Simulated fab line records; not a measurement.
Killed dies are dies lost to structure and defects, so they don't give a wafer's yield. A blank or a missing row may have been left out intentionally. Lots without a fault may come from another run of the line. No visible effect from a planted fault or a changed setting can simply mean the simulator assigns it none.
fab line records	flow n5-finfet
[record] lots = 8	wafers = 24	last-day = 19
route steps=1938 shown BEOL_M4@1111 BEOL_M13@1660 PASSIVATION@1936
lots that met no fault: from a run of the same line without faults
start-h: hours from the record's first day to the start of the lot's first wafer shown	wait-h: how many hours have passed since the lot's step before this one	" as in the row above	L1.1+2: a row that stands for several wafers	- no value present, or no start provided	* or withheld: withheld	< > ~ a bound
route shown NAME@n: NAME is a module with steps in the file, n the number in the route of the first one	usual: the fault-free wafers' mean and standard deviation	same: alike in all rows	chamber/n: place in a boat	sites: the reading at each site	_std_site: standard deviation of those values	_edge_site: the outer-site mean with the inner-site mean subtracted	radius-mm: how far each site lies from the wafer's centre	mask NAME#n: copy n	behind: tool/chamber where the wafer was last shaped	hold: why the lot went on hold/how many hours it stayed there/how the hold came to an end	device: transistor that didn't switch, given as n, p or np	end of line: at the end of the route, the tests of the same wafers	for a step that has no rows: nothing shown but its recipe	killed: dies that structure and defects cost at the first sort, which is not the same as the wafer's yield	map: a wafer's dies, x killed, . not, _ none there
set.NAME: the setting that was run; set.NAME@STEP: the one run at that earlier step	model.NAME: the simulator's own value behind a step, which no gauge read
steps of the route over a sample of lots; a table a step, a row a wafer
services: a tool's chamber out of use, with start hour (start-h, from the record's first day; less than 0 if before it), hours out, and reason
[[steps]]
[step N5_BEOL_M4_RC_MEAS_101]
[usual] DIBL_N = 35.8/1.7	DIBL_P = 35.3/2	IOFF_N = 0.150/0.026	IOFF_P = 0.194/0.029	ION_N = 667/11	ION_P = 456/7.1	SS_N = 71.4/0.65	SS_P = 73.1/0.64	VT_N = 251/3	VT_P = -252/3.2
lot.wafer	tool	chamber	start-h	wait-h	DIBL_N[mV/V]	DIBL_P[mV/V]	IOFF_N[nA/um]	IOFF_P[nA/um]	ION_N[uA/um]	ION_P[uA/um]	SS_N[mV/dec]	SS_P[mV/dec]	VT_N[mV]	VT_P[mV]
L510.1	prober-02	0	269.99	0.0	34.0	35.8	0.141	0.208	676	468	70.9	72.7	250	-249
L510.3	"	0	"	"	32.6	33.2	0.123	0.172	667	458	70.8	71.9	251	-251
L510.4	"	0	"	"	36.1	38.3	0.184	0.250	680	468	71.3	73.2	247	-243
L511.3	prober-01	0	273.25	0.3	36.8	35.8	0.160	0.220	670	466	71.6	73.3	251	-246
L511.4	"	0	"	"	36.0	34.6	0.148	0.216	672	463	71.1	73.3	250	-245
L511.6	"	0	"	"	36.3	36.0	0.154	0.232	666	463	71.7	73.3	250	-246
L513.1	prober-02	0	276.82	0.0	33.9	32.9	0.124	0.169	660	451	71.0	72.6	254	-252
L513.4	"	0	"	"	35.7	34.6	0.149	0.199	673	465	70.5	72.7	252	-251
L513.6	"	0	"	"	36.5	34.1	0.156	0.182	665	450	70.8	72.6	251	-254
L512.2	prober-01	0	277.01	0.2	34.5	36.0	0.148	0.217	665	464	71.5	73.9	250	-247
L512.4	"	0	"	"	33.9	34.6	0.136	0.202	660	463	70.9	72.9	251	-250
L512.6	"	0	"	"	35.6	36.7	0.175	0.238	671	462	71.9	73.8	247	-246
L521.1	prober-02	0	327.20	0.0	36.4	34.8	0.156	0.168	648	436	72.4	73.4	254	-253
L521.2	"	0	"	"	35.6	34.5	0.137	0.160	665	450	71.5	73.4	251	-254
L521.6	"	0	"	"	38.0	37.2	0.190	0.194	679	455	72.3	74.3	248	-253
L520.1	prober-01	0	327.92	0.2	38.3	35.3	0.174	0.187	662	449	72.7	73.4	247	-253
L520.2	"	0	"	"	34.6	32.8	0.125	0.152	664	457	70.5	71.7	250	-254
L520.6	"	0	"	"	37.8	36.3	0.165	0.194	672	459	71.2	72.6	249	-252
L523.1	prober-01	0	338.72	0.0	33.6	33.6	0.139	0.173	664	454	70.7	72.6	250	-253
L523.2	"	0	"	"	33.7	32.3	0.123	0.147	652	452	70.9	71.9	254	-257
L523.5	"	0	"	"	33.3	32.0	0.122	0.149	652	445	70.9	72.5	251	-256
L524.2	prober-01	0	344.32	0.2	34.3	34.8	0.117	0.170	668	463	70.9	73.4	255	-253
L524.5	"	0	"	"	36.6	37.6	0.153	0.217	666	458	71.9	73.2	253	-251
L524.6	"	0	"	"	34.5	35.9	0.129	0.184	674	463	71.3	73.1	252	-253
[step N5_BEOL_M13_THK_MEAS_01]
[recipe] reads = SiOC_of_BEOL_M13_ILD_DEP_00
[usual] M13_ILD_THK = 841/10
lot.wafer	tool	chamber	start-h	wait-h	M13_ILD_THK[nm]
L510.1	film-metro-01	-	339.34	0.1	838
L510.3	"	-	"	"	837
L510.4	"	-	"	"	843
L513.1	film-metro-02	-	342.50	0.1	828
L513.4	"	-	"	"	840
L513.6	"	-	"	"	837
L511.3	film-metro-01	-	345.76	0.1	825
L511.4	"	-	"	"	846
L511.6	"	-	"	"	837
L512.2	film-metro-01	-	350.12	0.1	840
L512.4	"	-	"	"	861
L512.6	"	-	"	"	858
L521.1	film-metro-01	-	405.89	0.2	841
L521.2	"	-	"	"	834
L521.6	"	-	"	"	842
L520.1	film-metro-01	-	406.10	0.1	827
L520.2	"	-	"	"	823
L520.6	"	-	"	"	850
L524.2	film-metro-02	-	421.74	0.1	828
L524.5	"	-	"	"	854
L524.6	"	-	"	"	854
L523.1	film-metro-01	-	423.68	0.1	823
L523.2	"	-	"	"	828
L523.5	"	-	"	"	853
[step N5_BEOL_M13_DESCUM_15]
[recipe] chemistry = O2	time-s = 7.9	source-power-w = 50	bias-power-w = 20	pressure-mtorr = 20	rf-frequency-hz = 2.712e+07	temp-c = 40	o2-flow-sccm = 225
[usual] drypump-motor-current-A = 5.8/0.45	oes-product-au = 0.81/0.096	rf-fwd-power-W = 49.41/0.21	rf-vpp-V = 243.0/1.5	showerhead-plenum-p-Torr = 2.08/0.083	throttle-valve-pct = 20.5/0.33
lot.wafer	tool	chamber	start-h	wait-h	drypump-motor-current-A	oes-product-au	rf-fwd-power-W	rf-hours-counter-h	rf-vpp-V	showerhead-plenum-p-Torr	throttle-valve-pct
L510.1	rie-diel-02	1	339.84	0.1	6.5	0.81	49.49	74	244.1	2.21	20.4
L510.3	"	2	"	"	5.3	0.76	49.65	167	242.5	2.01	20.5
L510.4	"	3	"	"	5.3	0.83	49.03	87	243.0	2.10	20.7
L513.1	rie-diel-06	0	343.03	0.0	5.3	0.72	49.44	178	239.8	1.91	20.8
L513.4	"	1	"	"	6.5	0.71	49.26	-	242.5	2.07	20.9
L513.6	"	3	"	"	6.0	0.67	49.92	-	241.1	1.97	20.7
L511.3	rie-diel-02	1	346.27	0.0	6.6	0.81	49.62	76	243.5	2.21	20.4
L511.4	"	3	"	"	5.2	0.83	48.88	89	245.0	2.10	20.7
L511.6	"	2	"	"	5.3	0.76	49.36	-	243.4	2.01	20.6
L512.2	rie-diel-05	0	350.51	0.0	5.8	0.87	49.41	49	242.2	2.03	20.4
L512.4	"	3	"	"	5.2	0.99	49.61	1	242.8	2.07	20.0
L512.6	"	0	"	"	5.8	0.87	49.44	-	242.8	2.03	20.3
L521.1	rie-diel-05	2	406.28	0.0	6.0	0.70	49.45	210	242.8	2.15	20.9
L521.2	"	3	"	"	5.2	0.94	49.24	19	243.3	2.07	20.0
L521.6	"	3	"	"	5.2	0.93	49.45	-	243.0	2.07	20.0
L520.1	rie-diel-05	0	406.61	0.0	5.8	0.85	49.34	66	241.9	2.03	20.4
L520.2	"	2	"	"	6.0	0.71	49.53	210	243.5	2.15	20.9
L520.6	"	3	"	"	5.1	0.92	49.49	-	243.3	2.06	20.0
L524.2	rie-diel-02	0	422.26	0.0	6.1	0.85	48.93	57	243.0	2.11	19.8
L524.5	"	0	"	"	6.1	0.85	49.04	-	243.3	2.11	19.8
L524.6	"	1	"	"	6.6	0.79	49.58	-	245.2	2.20	20.4
L523.1	rie-diel-02	2	424.07	0.0	5.3	0.74	49.29	193	240.8	2.00	20.6
L523.2	"	1	"	"	6.6	0.79	49.65	100	245.3	2.20	20.4
L523.5	"	2	"	"	5.3	0.74	49.50	-	241.2	2.00	20.6
[step N5_BEOL_M13_SPUTTER_45]
[recipe] material = Cu	target-thk-a = 800	temp-c = -20	bias-v = 60	power-w = 26000	chamber-pressure-pa = 0.13	time-s = 13.33
[usual] cathode-dc-power-W = 26000/4.5	throttle-valve-pct = 29.8/1.1
lot.wafer	tool	chamber	start-h	wait-h	cathode-dc-power-W	throttle-valve-pct
L510.1	pvd-sputter-01	-	343.73	0.0	26001	31.0
L510.3	"	-	"	"	25999	29.9
L510.4	"	-	"	"	25995	27.9
L513.1	pvd-sputter-02	-	348.07	0.0	25997	30.3
L513.4	"	-	"	"	25999	29.6
L513.6	"	-	"	"	26004	29.9
L511.3	pvd-sputter-01	-	349.32	0.0	26003	30.8
L511.4	"	-	"	"	26002	27.7
L511.6	"	-	"	"	26001	30.1
L512.2	pvd-sputter-02	-	352.72	0.0	26006	29.8
L512.4	"	-	"	"	26003	29.4
L512.6	"	-	"	"	26004	30.0
L521.1	pvd-sputter-01	-	409.15	0.0	25999	30.0
L521.2	"	-	"	"	26003	27.7
L521.6	"	-	"	"	25995	29.9
L520.1	pvd-sputter-01	-	411.59	0.0	25994	30.0
L520.2	"	-	"	"	25998	30.9
L520.6	"	-	"	"	25994	30.0
L524.2	pvd-sputter-01	-	425.39	0.0	25996	27.6
L524.5	"	-	"	"	26004	27.7
L524.6	"	-	"	"	25996	30.3
L523.1	pvd-sputter-02	-	430.63	0.0	26002	29.6
L523.2	"	-	"	"	26007	30.1
L523.5	"	-	"	"	25998	29.9
[step N5_BEOL_M13_CMP_49]
[recipe] stop-on = SiOC	t-overpolish-s = 17.1	down-force-psi = 1	platen-rpm = 50	clearing-platen-down-force-psi = 1.5	clearing-platen-rpm = 50	post-cmp-clean = cu-alkaline	target-thk-nm = 420	clearing-platen-pad-velocity-m-s = 0.99484	pad-velocity-m-s = 0.99484
[usual] barrier-field-endpoint-s = 30.1/0.63	clearing-platen-down-force-psi = 1.500/0.003	motor-current-A = 6.1/0.59	overpolish-run-s = 17.099/0.009	slurry-filter-dp-kPa = 13.50/0.14	slurry-flow-ml-min = 150.1/0.45
lot.wafer	tool	chamber	start-h	wait-h	barrier-field-endpoint-s	clearing-platen-down-force-psi	motor-current-A	overpolish-run-s	slurry-filter-dp-kPa	slurry-flow-ml-min
L510.3	cmp-02	3	344.30	0.2	-	-	-	-	-	-
L510.1	"	1	"	"	-	-	-	-	-	-
L510.4	"	2	"	"	-	-	-	-	-	-
L513.4	cmp-01	2	348.65	0.1	-	-	-	-	-	-
L513.1	"	0	"	"	-	-	-	-	-	-
L513.6	"	3	"	"	-	-	-	-	-	-
L511.4	cmp-01	0	350.29	0.3	-	-	-	-	-	-
L511.3	"	1	"	"	-	-	-	-	-	-
L511.6	"	3	"	"	-	-	-	-	-	-
L512.2	cmp-02	1	353.35	0.2	30.6	1.508	6.5	17.096	13.35	150.2
L512.4	"	2	"	"	30.3	1.500	6.5	17.087	13.34	149.2
L512.6	"	0	"	"	30.7	1.503	5.9	17.107	13.36	149.8
L521.1	cmp-01	2	409.90	0.3	29.6	1.502	6.3	17.104	13.51	150.3
L521.2	"	3	"	"	31.7	1.501	5.6	17.092	13.50	149.6
L521.6	"	2	"	"	29.7	1.508	6.5	17.091	13.75	150.3
L520.1	cmp-02	0	412.17	0.3	29.9	1.499	5.9	17.105	13.35	150.0
L520.2	"	1	"	"	30.0	1.500	6.7	17.104	13.59	150.3
L520.6	"	0	"	"	29.9	1.500	5.5	17.089	13.48	150.1
L524.2	cmp-02	1	426.02	0.3	30.0	1.505	6.5	17.102	13.47	149.3
L524.6	"	0	"	"	29.8	1.500	6.0	17.075	13.62	150.4
L524.5	"	1	"	"	29.7	1.502	6.4	17.097	13.41	150.4
L523.2	cmp-01	3	431.24	0.2	30.6	1.498	5.7	17.103	13.49	150.1
L523.1	"	0	"	"	29.4	1.505	5.8	17.113	13.42	150.4
L523.5	"	3	"	"	30.2	1.501	5.7	17.094	13.54	149.7
[step N5_BEOL_M13_THK_MEAS_50]
[recipe] thk-meas-gauge = xrf	reads = Cu_of_BEOL_M13_ECD_47
[usual] M13_THK = 418/7
lot.wafer	tool	chamber	start-h	wait-h	M13_THK[nm]
L510.1	film-metro-01	-	344.60	0.2	961
L510.3	"	-	"	"	958
L510.4	"	-	"	"	947
L513.1	film-metro-02	-	348.95	0.2	935
L513.4	"	-	"	"	948
L513.6	"	-	"	"	937
L511.3	film-metro-02	-	350.51	0.1	939
L511.4	"	-	"	"	946
L511.6	"	-	"	"	932
L512.2	film-metro-01	-	353.61	-	426
L512.4	"	-	"	"	430
L512.6	"	-	"	"	432
L521.1	film-metro-01	-	410.16	-	413
L521.2	"	-	"	"	420
L521.6	"	-	"	"	409
L520.1	film-metro-01	-	412.46	-	419
L520.2	"	-	"	"	412
L520.6	"	-	"	"	418
L524.2	film-metro-02	-	426.28	-	418
L524.5	"	-	"	"	418
L524.6	"	-	"	"	424
L523.1	film-metro-02	-	431.50	-	426
L523.2	"	-	"	"	423
L523.5	"	-	"	"	420
[step N5_BEOL_M13_RS_MEAS_54]
[recipe] thk-meas-gauge = four-point-probe	reads = Cu_of_BEOL_M13_ECD_47+Ta_of_BEOL_M13_SPUTTER_44+TaN_of_BEOL_M13_SPUTTER_43
[usual] M13_RS = 0.0452/0.00064
lot.wafer	tool	chamber	start-h	wait-h	M13_RS[ohm/sq]
L510.1	film-metro-02	-	344.73	0.0	0.0177
L510.3	"	-	"	"	0.0177
L510.4	"	-	"	"	0.0180
L513.1	film-metro-02	-	349.08	0.0	0.0180
L513.4	"	-	"	"	0.0178
L513.6	"	-	"	"	0.0180
L511.3	film-metro-01	-	350.64	0.1	0.0182
L511.4	"	-	"	"	0.0182
L511.6	"	-	"	"	0.0184
L512.2	film-metro-01	-	353.74	0.1	0.0448
L512.4	"	-	"	"	0.0444
L512.6	"	-	"	"	0.0440
L521.1	film-metro-02	-	410.29	0.0	0.0450
L521.2	"	-	"	"	0.0442
L521.6	"	-	"	"	0.0456
L520.1	film-metro-01	-	412.59	0.0	0.0454
L520.2	"	-	"	"	0.0458
L520.6	"	-	"	"	0.0453
L524.2	film-metro-02	-	426.41	0.1	0.0448
L524.5	"	-	"	"	0.0446
L524.6	"	-	"	"	0.0438
L523.1	film-metro-02	-	431.63	0.0	0.0441
L523.2	"	-	"	"	0.0444
L523.5	"	-	"	"	0.0449
[step N5_BEOL_M13_INSPECT_55]
[recipe] inspect-instrument = darkfield	mode = post-dep
[usual] raw-defect-count = 68/20
lot.wafer	tool	chamber	start-h	wait-h	raw-defect-count
L510.1	defect-inspect-02	-	344.75	0.0	3224
L510.3	"	-	"	"	3112
L510.4	"	-	"	"	3155
L513.1	defect-inspect-02	-	349.10	0.0	3167
L513.4	"	-	"	"	3065
L513.6	"	-	"	"	3090
L511.3	defect-inspect-01	-	350.67	0.0	3004
L511.4	"	-	"	"	3134
L511.6	"	-	"	"	3045
L512.2	defect-inspect-01	-	353.76	0.0	54
L512.4	"	-	"	"	82
L512.6	"	-	"	"	63
L521.1	defect-inspect-01	-	410.32	0.0	79
L521.2	"	-	"	"	60
L521.6	"	-	"	"	55
L520.1	defect-inspect-02	-	412.62	0.0	50
L520.2	"	-	"	"	51
L520.6	"	-	"	"	62
L524.2	defect-inspect-01	-	426.43	0.0	54
L524.5	"	-	"	"	81
L524.6	"	-	"	"	68
L523.1	defect-inspect-01	-	431.65	0.0	58
L523.2	"	-	"	"	70
L523.5	"	-	"	"	58
[step N5_PASSIVATION_PROBE_49]
[usual] defect-limited-yield = 91.5/1.4	killed_at_M0_to_M3 = 34/11	killed_at_M4_up = 15/6	killed-at-contacts = 11/5.9	killed-at-front-end = 37/11	killed-at-other = 3.6/2.9	killed-dies = 101/17	killed-on-rim = 13/4	killed-open = 66/12	killed-short = 33/7.8	sort_bin_5_function = 5.0/0.97	sort_bin_6_memory = 3.2/0.65	sort_bin_8_speed = 0.02/0.2	sort-n-pass = 1079/17	sort-yield-pct = 91.4/1.4
[same] gross-dies = 1180	killed-at-back-side = 0	sort_bin_4_leakage[%] = 0
lot.wafer	tool	chamber	start-h	wait-h	defect-limited-yield[%]	killed_at_M0_to_M3	killed_at_M4_up	killed-at-contacts	killed-at-front-end	killed-at-other	killed-dies	killed-on-rim	killed-open	killed-short	sort_bin_5_function[%]	sort_bin_6_memory[%]	sort_bin_8_speed[%]	sort-n-pass	sort-yield-pct[%]
L513.1	prober-01	-	375.87	0.0	0	39	1097	4	38	2	1180	152	47	43	4.9	2.4	0	0	0
L513.4	prober-01	-	376.02	0.2	0	25	1097	8	47	3	1180	152	65	24	4.4	2.9	0	0	0
L513.6	prober-01	-	376.12	0.3	0	29	1102	4	44	1	1180	152	54	34	4.9	2.2	0	0	0
L510.1	prober-02	-	376.09	0.0	0	42	1100	11	26	1	1180	152	75	19	4.7	3.1	0	0	0
L510.3	prober-02	-	376.19	0.1	0	34	1100	16	29	1	1180	152	66	30	5.0	3.0	0	0	0
L510.4	prober-02	-	376.24	0.2	0	30	1082	14	53	1	1180	152	83	29	5.8	3.5	0	0	0
L511.3	prober-02	-	381.69	0.1	0	31	1091	8	49	1	1180	152	73	25	4.3	3.9	0	0	0
L511.4	prober-02	-	381.74	0.2	0	41	1104	6	24	5	1180	152	68	29	5.4	2.6	0	0	0
L511.6	prober-02	-	381.84	0.3	0	40	1107	5	26	2	1180	152	67	28	4.7	3.3	0	0	0
// killed by level:class
L513.1 BEOL_M13:area-cmp=1089 BEOL_M0_SAQP:geometric-particle:short=11 GATE_CUT:geometric-particle:short=10 BEOL_M3:geometric-particle:open=9 FIN_SAQP:geometric-particle:short=6 STI_FIN_REVEAL:geometric-particle:open=5 BEOL_M1:geometric-particle:open=5 MOL_CONTACT_COAG:geometric-particle:open=4
L513.4 BEOL_M13:area-cmp=1089 STI_FIN_REVEAL:geometric-particle:open=12 GATE_CUT:geometric-particle:short=8 MOL_CONTACT_COAG:geometric-particle:open=8 BEOL_M3:geometric-particle:open=7 STARTING-WAFER:geometric-particle:open=6 DUMMY_GATE:geometric-particle:open=5 BEOL_M4:geometric-particle:open=5
L510.1 BEOL_M13:area-cmp=1086 BEOL_M1:geometric-particle:open=12 BEOL_M2:geometric-particle:open=10 MOL_CONTACT_COAG:geometric-particle:open=9 BEOL_M4:geometric-particle:open=9 STI_FIN_REVEAL:geometric-particle:open=7 BEOL_M0_SAQP:geometric-particle:short=7 BEOL_M3:geometric-particle:open=5
L513.6 BEOL_M13:area-cmp=1092 STI_FIN_REVEAL:geometric-particle:open=11 FIN_SAQP:geometric-particle:open=7 GATE_CUT:geometric-particle:short=7 BEOL_M2:geometric-particle:short=7 BEOL_M3:geometric-particle:open=7 DUMMY_GATE:geometric-particle:open=5 ILD0:geometric-particle:short=5
L510.3 BEOL_M13:area-cmp=1084 BEOL_M0_SAQP:geometric-particle:short=11 MOL_CONTACT_COAG:geometric-particle:open=11 BEOL_M4:geometric-particle:open=10 BEOL_M0_SAQP:geometric-particle:open=7 FIN_SAQP:geometric-particle:open=6 MOL_CONTACT_COAG:geometric-particle:short=5 GATE_CUT:geometric-particle:short=5
L510.4 BEOL_M13:area-cmp=1068 FIN_SAQP:geometric-particle:open=20 MOL_CONTACT_COAG:geometric-particle:open=11 BEOL_M4:geometric-particle:open=9 BEOL_M0_SAQP:geometric-particle:open=7 BEOL_M0_SAQP:geometric-particle:short=7 STI_FIN_REVEAL:geometric-particle:open=6 BEOL_M1:geometric-particle:open=6
L511.3 BEOL_M13:area-cmp=1080 STI_FIN_REVEAL:geometric-particle:open=21 BEOL_M1:geometric-particle:open=10 BEOL_M3:geometric-particle:open=7 FIN_SAQP:geometric-particle:open=6 MOL_CONTACT_COAG:geometric-particle:open=6 BEOL_M0_SAQP:geometric-particle:short=6 BEOL_M0_SAQP:geometric-particle:open=5
L511.4 BEOL_M13:area-cmp=1083 BEOL_M1:geometric-particle:open=14 BEOL_M2:geometric-particle:open=8 BEOL_M3:geometric-particle:open=7 BEOL_M4:geometric-particle:open=7 DUMMY_GATE:geometric-particle:open=5 MOL_CONTACT_COAG:geometric-particle:open=5 BEOL_M0_SAQP:geometric-particle:short=5
L511.6 BEOL_M13:area-cmp=1085 BEOL_M1:geometric-particle:open=11 DUMMY_GATE:geometric-particle:open=10 BEOL_M3:geometric-particle:open=10 BEOL_M4:geometric-particle:open=8 BEOL_M0_SAQP:geometric-particle:short=8 MOL_CONTACT_COAG:geometric-particle:open=5 BEOL_M1:geometric-particle:short=5
[[services]]
tool	chamber	start-h	hours	kind
rie-diel-05	3	329.66	-	clean
rie-diel-05	3	329.66	-	consumable-replace:focus-ring
cmp-02	-	331.91	3.7	repair
rie-diel-02	0	347.03	9.0	repair
cmp-01	-	351.41	0.6	repair
rie-diel-06	3	352.48	-	clean
rie-diel-06	3	352.48	-	consumable-replace:focus-ring
rie-diel-06	3	352.48	-	consumable-replace:showerhead
rie-diel-06	3	352.48	16.5	scheduled-down
rie-diel-06	3	352.48	16.5	vent-cycle
rie-diel-06	1	354.73	9.2	repair
cmp-01	-	356.48	5.5	pm
cmp-02	-	357.00	0.5	repair
cmp-02	-	362.91	10.7	pm
pvd-sputter-02	-	382.94	2.5	repair
cmp-02	-	384.46	2.4	repair
cmp-01	-	393.76	4.0	repair
cmp-01	-	405.18	0.3	repair
rie-diel-06	1	426.85	-	clean
rie-diel-06	1	426.85	-	consumable-replace:focus-ring
rie-diel-06	1	426.85	32.6	scheduled-down
rie-diel-06	1	426.85	32.6	vent-cycle
[[key]]
[first-sign] step = N5_BEOL_M13_CMP_49	reading = tool-record	direction = missing
[effect] step = N5_BEOL_M13_THK_MEAS_50	reading = M13_THK	direction = up	sigmas = 75	usual = 418	struck = 945
[effect] step = N5_BEOL_M13_RS_MEAS_54	reading = M13_RS	direction = down	sigmas = 43	usual = 0.0452	struck = 0.0180
[effect] step = N5_BEOL_M13_INSPECT_55	reading = raw-defect-count	direction = up	sigmas = 99+	usual = 68	struck = 3111
[effect] step = N5_PASSIVATION_PROBE_49	reading = killed_at_M4_up	direction = up	sigmas = 99+	usual = 15	struck = 1098
[more-kills-born-at] N5_BEOL_M13_CMP_49@cmp-01 = 6518	N5_BEOL_M13_CMP_49@cmp-02 = 3238
met-at N5_BEOL_M13_CMP_49
struck-lots L510,L511,L513
later-rows-left-out L510.1,L510.3,L510.4,L511.3,L511.4,L511.6,L513.1,L513.4,L513.6
not-acting-at N5_BEOL_M13_THK_MEAS_01,N5_BEOL_M13_DESCUM_15,N5_BEOL_M13_SPUTTER_45
[fault] kind = skipped-step-whole	tool = cmp-01,cmp-02	chamber = -	onset-h = 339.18	steps = N5_BEOL_M13_CMP_49	scope = struck-lots-only
// later-rows-left-out: the simulator's readings of these wafers behind a module that went badly wrong aren't trusted and aren't shown, but for the sort
